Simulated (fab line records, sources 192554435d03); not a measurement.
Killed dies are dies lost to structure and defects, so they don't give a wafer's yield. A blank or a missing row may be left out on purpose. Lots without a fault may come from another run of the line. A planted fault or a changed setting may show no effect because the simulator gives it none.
fab line records | flow n5_finfet
record lots=5 wafers=15 last_day=16
route steps=1938 shown BEOL_M10@1516 BEOL_M11@1536 PASSIVATION@1936
lots that met no fault: from a run of the same line without faults
start_h: hours from the record's first day to the start of the lot's first wafer shown | wait_h: hours since the lot's step before | " the same as in the row above | L1.1+2: a row that stands for several wafers | - no value, or no start given | * or withheld: withheld | < > ~ a bound
route shown NAME@n: a module of which the file shows steps, and the number in the route of the first | usual: mean/standard deviation of fault-free wafers | same: alike in all rows | chamber/n: place in a boat | sites: the reading at each site | _std_site: their standard deviation | _edge_site: outer sites' mean less inner sites' | radius_mm: how far each site lies from the wafer's centre | mask NAME#n: copy n | behind: the tool/chamber that last shaped the wafer | hold: why the lot was held/for how many hours/how that ended | device: the transistor (n, p or np) that didn't switch | end of line: the same wafers' tests at the end of the route | a step without rows: its recipe alone | killed: dies lost to structure and defects at the first sort, not the wafer's yield | map: a wafer's dies, x killed, . not, _ none there
set.NAME: the setting as run; set.NAME@STEP: as run at that earlier step | model.NAME: the simulator's own value behind a step, which no gauge read
lots at some steps of the route; a table a step, a row a wafer
services: from which hour (start_h, from the record's first day; less than 0 if before it) a tool's chamber was out of use, for how many hours, and why
## steps
# step N5_BEOL_M10_HM_STRIP_39
# recipe chemistry=peroxide_tin_strip material=TiN target_depth_a=250 temp_c=50 time_s=158
# step N5_BEOL_M10_SRD_40
# recipe time_s=30 temp_c=23 rinse_liquid=diw dry=ipa_marangoni
# step N5_BEOL_M10_PRECLEAN_42
# recipe chemistry=residue_remover time_s=60 temp_c=40
# step N5_BEOL_M10_SRD_43
# recipe time_s=30 temp_c=23 rinse_liquid=diw dry=ipa_marangoni
# step N5_BEOL_M10_CURE_72
# recipe temp_c=370 time_s=120 ambient=DMADMS/He material=SiCOH_lowk
# step N5_BEOL_M10_DEGAS_44
# recipe ambient=vacuum temp_c=250 time_s=60
# step N5_BEOL_M10_PRE_CLEAN_45
# recipe gas=H2/He time_s=30 temp_c=250
# step N5_BEOL_M10_ALD_74
# recipe material=TaN target_thk_a=20 temp_c=275 ald_precursor_family=PDMAT ald_co_reactant=NH3 pressure_torr=3 carrier_flow_sccm=1500 pulse_time_s=2 purge_time_s=3 co_reactant_purge_time_s=2 co_reactant_pulse_time_s=3 ald_cycles=40 precursor_vessel_temp_c=75 precursor_vessel_pressure_torr=26.25 precursor_vessel_carrier_sccm=1000
# step N5_BEOL_M10_SURFACE_TREAT_76
# recipe gas=Ar time_s=* ion_energy_ev=* ion_current_ma_cm2=0.5 pressure_mtorr=* ar_flow_sccm=30
# step N5_BEOL_M10_CVD_75
# recipe material=Co target_thk_a=20 temp_c=withheld precursor=CCTBA/H2 pressure_torr=30 time_s=138.9
# step N5_BEOL_M10_SPUTTER_48
# recipe material=Cu target_thk_a=120 temp_c=-20 bias_v=60 power_w=26000 chamber_pressure_pa=0.13 time_s=2
# step N5_BEOL_M10_ECD_50
# recipe material=Cu target_thk_a=3180
# columns lot.wafer tool chamber start_h wait_h
L777.1+2+5 ecd_cu-02 0,1,1 282.62 0.1
L778.2+4+6 ecd_cu-02 1,0,0 282.81 0.1
L785.1+5+6 ecd_cu-02 0,0,1 328.34 0.1
L784.1+2+3 ecd_cu-02 0,1,0 335.93 0.1
L786.2+3+6 ecd_cu-02 0,1,1 339.57 0.1
# step N5_BEOL_M10_ANNEAL_51
# recipe temp_c=225 time_s=90 ambient=N2
# step N5_BEOL_M10_CMP_52
# recipe stop_on=SiCOH_lowk t_overpolish_s=7 down_force_psi=1 platen_rpm=50 clearing_platen_down_force_psi=1.5 clearing_platen_rpm=50 post_cmp_clean=cu_alkaline target_thk_nm=140 clearing_platen_pad_velocity_m_s=0.99484 pad_velocity_m_s=0.99484
# step N5_BEOL_M10_PRE_CLEAN_55
# recipe gas=NH3 time_s=15 temp_c=withheld rf_power_w=300
# step N5_BEOL_M10_DEP_56
# recipe material=SiCN target_thk_a=150 temp_c=withheld precursor=3MS/NH3 pressure_torr=3 rf_w=202 time_s=26.5
# step N5_BEOL_M11_ILD_DEP_00
# recipe material=SiCOH_lowk target_thk_a=3085.1 temp_c=300 precursor=DEMS/porogen pressure_torr=5 rf_w=500 time_s=58
# step N5_BEOL_M11_CURE_71
# recipe temp_c=385 time_s=240 ambient=He/Ar material=SiCOH_lowk
# step N5_BEOL_M11_PECVD_70
# recipe material=SiO2 target_thk_a=200 temp_c=400 precursor=TEOS/O2 pressure_torr=5.5 rf_w=450 teos_flow_sccm=53.8 gas=O2 flow_sccm=3000 time_s=22.7
# step N5_BEOL_M11_HM_DEP_02
# recipe material=TiN target_thk_a=200 temp_c=25 chamber_pressure_pa=0.49996
# step N5_BEOL_M11_COAT_59
# recipe resist=SOC temp_c=250 time_s=60 spin_rpm=1500 resist_thk_nm=100
# step N5_BEOL_M11_COAT_60
# recipe resist=SiARC temp_c=220 time_s=60 spin_rpm=1500 resist_thk_nm=30
# step N5_BEOL_M11_COAT_05
# recipe resist=CAR-ArF spin_rpm=1500 resist_thk_nm=90
# step N5_BEOL_M11_EBR_07
# recipe solvent=PGMEA ebr_width_mm=1.5
# step N5_BEOL_M11_SOFTBAKE_06
# recipe temp_c=110 time_s=60 resist=CAR-ArF
# step N5_BEOL_M11_EXPOSE_08
# recipe mask_id=M11 na=1.35 source_shape=dipole sigma_inner=0.411 sigma_outer=0.611 polarization=te dose_mj=53.75
# step N5_BEOL_M11_PEB_09
# recipe peb_temp_c=withheld peb_time_s=60 resist=CAR-ArF
# step N5_BEOL_M11_DEVELOP_10
# recipe develop_time_s=30 developer=TMAH resist=CAR-ArF rinse_liquid=diw dry=air_spin dev_temp_c=23
# step N5_BEOL_M11_DESCUM_16
# recipe chemistry=O2 time_s=7.9 source_power_w=50 bias_power_w=20 pressure_mtorr=20 rf_frequency_hz=2.712e+07 temp_c=40 resist=CAR-ArF o2_flow_sccm=225
# step N5_BEOL_M11_ETCH_61
# recipe chemistry=CF4 target=SiARC target_depth_a=390 mask_material=CAR-ArF time_s=65 ion_energy_ev=80 pressure_mtorr=40 source_w=545 bias_w=36 Ar_flow_sccm=100 cf4_flow_sccm=100 ends=cleared
# step N5_BEOL_M11_ETCH_62
# recipe chemistry=N2/H2 target=SOC target_depth_a=1100 overetch_a=220 mask_material=SiARC temp_c=40 time_s=165 ion_energy_ev=200 pressure_mtorr=30 source_w=840 bias_w=150 n2_flow_sccm=200 h2_flow_sccm=200
# step N5_BEOL_M11_STRIP_68
# recipe chemistry=N2/H2 temp_c=40 n2_flow_sccm=200 h2_flow_sccm=200 rf_frequency_hz=6e+07
# step N5_BEOL_M11_STRIP_67
# recipe chemistry=CF4 resist=SiARC power_w=300 bias_power_w=75 pressure_mtorr=50 cf4_flow_sccm=150 rf_frequency_hz=6e+07
# step N5_BEOL_M11_HM_OPEN_17
# recipe chemistry=Cl2/BCl3 target_depth_a=200 overetch_a=60 target=TiN mask_material=SOC ion_energy_ev=150 pressure_mtorr=10 icp_w=1000 bias_w=126 Cl2_flow_sccm=53.25 bcl3_flow_sccm=21.75 Ar_flow_sccm=25
# step N5_PASSIVATION_PROBE_49
# usual defect_limited_yield=91.4/1.5 killed_at_M0_to_M3=31/11 killed_at_M4_up=13/5.5 killed_at_contacts=13/6.3 killed_at_front_end=40/13 killed_at_other=3.3/2.6 killed_dies=101/18 killed_on_rim=13/4 killed_open=67/13 killed_short=33/7.9 sort_bin_5_function=5.1/1 sort_bin_6_memory=3.2/0.68 sort_n_pass=1079/18 sort_yield_pct=91.4/1.5
# same gross_dies=1180 killed_at_back_side=0 sort_bin_4_leakage[%]=0 sort_bin_8_speed[%]=0
# columns lot.wafer tool chamber start_h wait_h defect_limited_yield[%] killed_at_M0_to_M3 killed_at_M4_up killed_at_contacts killed_at_front_end killed_at_other killed_dies killed_on_rim killed_open killed_short sort_bin_5_function[%] sort_bin_6_memory[%] sort_n_pass sort_yield_pct[%]
L785.1 prober-02 - 370.03 0.0 74.4 8 242 13 34 5 302 40 64 12 15.5 8.6 878 74.4
L785.5 prober-02 - 370.23 0.2 75.7 9 226 10 40 2 287 23 58 20 14.7 8.5 893 75.7
L785.6 prober-02 - 370.28 0.3 75.0 14 242 16 20 3 295 42 44 23 15.7 8.5 885 75.0
L784.1 prober-01 - 379.74 0.0 75.3 35 211 10 33 3 292 39 57 30 15.7 8.2 888 75.3
L784.2 prober-01 - 379.79 0.1 74.8 21 220 15 40 1 297 32 53 29 14.7 8.7 883 74.8
L784.3 prober-01 - 379.84 0.1 73.9 27 218 9 42 12 308 42 60 32 15.7 9.0 872 73.9
L786.2 prober-01 - 387.92 0.1 74.4 22 228 12 35 5 302 41 62 16 15.5 8.7 878 74.4
L786.3 prober-01 - 387.97 0.1 72.8 18 235 3 64 1 321 36 68 31 16.3 9.8 859 72.8
L786.6 prober-01 - 388.12 0.3 75.0 9 232 3 46 5 295 48 58 22 15.2 9.2 885 75.0
# killed by level:class
L785.1 BEOL_M10:unspecified=226 MOL_CONTACT_COAG:geometric_particle:open=11 FIN_SAQP:geometric_particle:open=10 BEOL_M4:geometric_particle:open=8 STI_FIN_REVEAL:geometric_particle:open=6 ILD0:geometric_particle:open=4 BEOL_M7:geometric_particle:open=4 STARTING-WAFER:geometric_particle:open=4
L785.5 BEOL_M10:unspecified=208 STI_FIN_REVEAL:geometric_particle:open=17 MOL_CONTACT_COAG:geometric_particle:open=6 BEOL_M5:geometric_particle:open=6 FIN_SAQP:geometric_particle:short=4 GATE_CUT:geometric_particle:short=4 MOL_CONTACT_COAG:geometric_particle:short=4 BEOL_M4:geometric_particle:open=4
L785.6 BEOL_M10:unspecified=227 MOL_CONTACT_COAG:geometric_particle:open=13 STI_FIN_REVEAL:geometric_particle:open=6 BEOL_M4:geometric_particle:open=5 BEOL_M0:geometric_particle:short=4 BEOL_M2:geometric_particle:open=4 MOL_CONTACT_COAG:geometric_particle:short=3 BEOL_M0_SAQP:geometric_particle:short=3
L784.1 BEOL_M10:unspecified=204 BEOL_M3:geometric_particle:open=14 MOL_CONTACT_COAG:geometric_particle:open=8 FIN_SAQP:geometric_particle:open=7 BEOL_M2:geometric_particle:open=6 BEOL_M3:geometric_particle:short=5 STARTING-WAFER:geometric_particle:open=5 STI_FIN_REVEAL:geometric_particle:open=4
L784.2 BEOL_M10:unspecified=214 MOL_CONTACT_COAG:geometric_particle:open=12 FIN_SAQP:geometric_particle:open=11 FIN_SAQP:geometric_particle:short=7 BEOL_M1:geometric_particle:open=7 DUMMY_GATE:geometric_particle:open=5 BEOL_M0_SAQP:geometric_particle:short=5 GATE_CUT:geometric_particle:short=4
L784.3 BEOL_M10:unspecified=214 BEOL_M3:geometric_particle:open=12 FIN_SAQP:geometric_particle:open=11 MOL_CONTACT_COAG:geometric_particle:open=8 FIN_SAQP:geometric_particle:short=6 STI_FIN_REVEAL:geometric_particle:open=6 BEOL_M0_SAQP:geometric_particle:short=5 PASS1_CAP:geometric_particle:short=4
L786.2 BEOL_M10:unspecified=224 STI_FIN_REVEAL:geometric_particle:open=13 MOL_CONTACT_COAG:geometric_particle:open=12 DUMMY_GATE:geometric_particle:open=7 BEOL_M2:geometric_particle:short=7 BEOL_M2:geometric_particle:open=6 GATE_CUT:geometric_particle:short=4 BEOL_M4:geometric_particle:open=4
L786.3 BEOL_M10:unspecified=222 STI_FIN_REVEAL:geometric_particle:open=18 FIN_SAQP:geometric_particle:open=9 DUMMY_GATE:geometric_particle:open=8 BEOL_M4:geometric_particle:open=7 FIN_SAQP:geometric_particle:short=6 STI_FIN_REVEAL:geometric_particle:short=6 BEOL_M1:geometric_particle:open=5
L786.6 BEOL_M10:unspecified=215 STI_FIN_REVEAL:geometric_particle:open=19 BEOL_M4:geometric_particle:open=12 FIN_SAQP:geometric_particle:open=7 FIN_SAQP:geometric_particle:short=6 STI_FIN_REVEAL:geometric_particle:short=4 DUMMY_GATE:geometric_particle:open=4 BEOL_M1:geometric_particle:open=4
# map L784.3 (x killed, . not)
_________________x.....x.x.x.________________
______________....x.xx.........._____________
___________...x.x..xx.x.......xx.x.__________
__________x...x.x..x........x..x...x_________
________x..x.x....x.....x..x..x......._______
_______xx...........x..x.....xx.....x.x______
______.x.x......xx..x..x......x.x.xx...._____
_____...x.x...x...x.x.x....x.........xx..____
____...x.........xx.x...x.....xxx.x..xx...___
___.x.....x.....x.x.....x....x..x..x......x__
___x.......x.x..x..xx....x.xx.......x......__
__......x.........x.....x.xx.....x..xx.....x_
__................x.......x..x....x.x......._
_..x.x.....x.x.x....xx.xxx....x...........x..
_.x.........x.....x..x.x....xx........x......
_.x..x...x.x.......x...x...x..xx.........x.x.
_.xx.....x.x.xxxxx.x.......x..x...x.......x..
_..........x......x.x...xx.xx..x..xx..xx.....
_......x.....xx.xx.xx...x......x.........x..x
_....xx...x..x.......xx...x.......x.xxx..x...
_..............x.....xx..x..xx.........x.....
__..................xx..x....x.x.xxxx..xx.xx_
__...x..x.x..x....x..x..x..x.xx..xx..x..x.x._
___.x.x.xx....x..x...x.x...xx......x.x.....__
___..x..x.....x.x..x..xxx.x............x.xx__
____........x.x............x...x.........x___
_____.xx.x...x..x...x.xxx.x..x...x......x____
______x......x.....x.xx.....x.xxx.x....._____
_______.x...xx.x......xxxxx..x........x______
________x.x..xx........x.x.xxx.......x_______
__________....xx......x.x...x..x..x._________
___________.xx..x...x..........xx.x__________
______________........x.x...x..._____________
_________________x....x.....x________________
# map L785.1 (x killed, . not)
_________________...xx...xxx.________________
______________.....x...x..xx...x_____________
___________..x..xx..xxx...x........__________
__________x.x.....x.........xx...x.._________
________.....x....xxx........x......x._______
_______.x..x.....x.xxx......xx..xxx.x..______
______.......x...x.xx...........x....x.x_____
_____.xx.x..x..xxx.....x....x.......xx...____
____.x.x......x...........x.....x..x..xx.x___
___....xx.x..x.......x..x......x..x........__
___..x.x.............xx..x.....x..xx.x.....__
__....x.........x.....x...x..x.............x_
__.x.x...x.......xx.xx..x.x.xxx...x........._
_x....x.xxx.x..x.x..xx..xx...........xx......
_.....xxx.x.........x.x....x..xx..x.xx.....x.
_.......xxxx...x........xx...x...x...........
_.x.......x....x...x..xx.x...xx........xx...x
_xx.......x..x......x...x.x.......x.x..x.x.x.
_x...x.x...x.....x.x.x.......x...............
_...x..xx.....x.....xx..x........x.....xxx.x.
_..x.x.........x.x..x.......x......x...x..x..
__.x.............xxx..xx....x.....x...xx..xx_
__.x...xx......x...............x.....xx.xx.x_
___x...x...x.............x......xx.x.xxx.xx__
___..x.....x......x.x.........x.x.....x.x..__
____...xx....x.x..x........x.x...x........___
_____........x.x.....x..x...x...xx.......____
______......x....x...x...x.x..x...xx...x_____
_______x.x.x...xx......x.......x...xx.x______
________xx.x.......xxx................_______
__________xx...x.xxx.x..xxx..xx.xx.x_________
___________.......x.x....x........x__________
______________.xx...x........xx._____________
_________________xx...x......________________
## services
# columns tool chamber start_h hours kind
ecd_cu-02 - 277.46 1.5 repair
## key
first_sign step=N5_PASSIVATION_PROBE_49 reading=killed_at_M4_up direction=up sigmas=39 usual=13 struck=228
effect step=N5_PASSIVATION_PROBE_49 reading=defect_limited_yield direction=down sigmas=11 usual=91.4 struck=74.6
more_kills_born_at N5_BEOL_M10_ECD_50@ecd_cu-02=1954
met_at N5_BEOL_M10_ECD_50
struck_wafers L784.1,L784.2,L784.3,L785.1,L785.5,L785.6,L786.2,L786.3,L786.6
onset_between 282.81 328.34
also_fits time
fault kind=chamber_particle_source tool=ecd_cu-02 chamber=- onset_h=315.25 steps=N5_BEOL_M10_ECD_50 rate_per_visit_cm2=0.40136 end_h=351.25
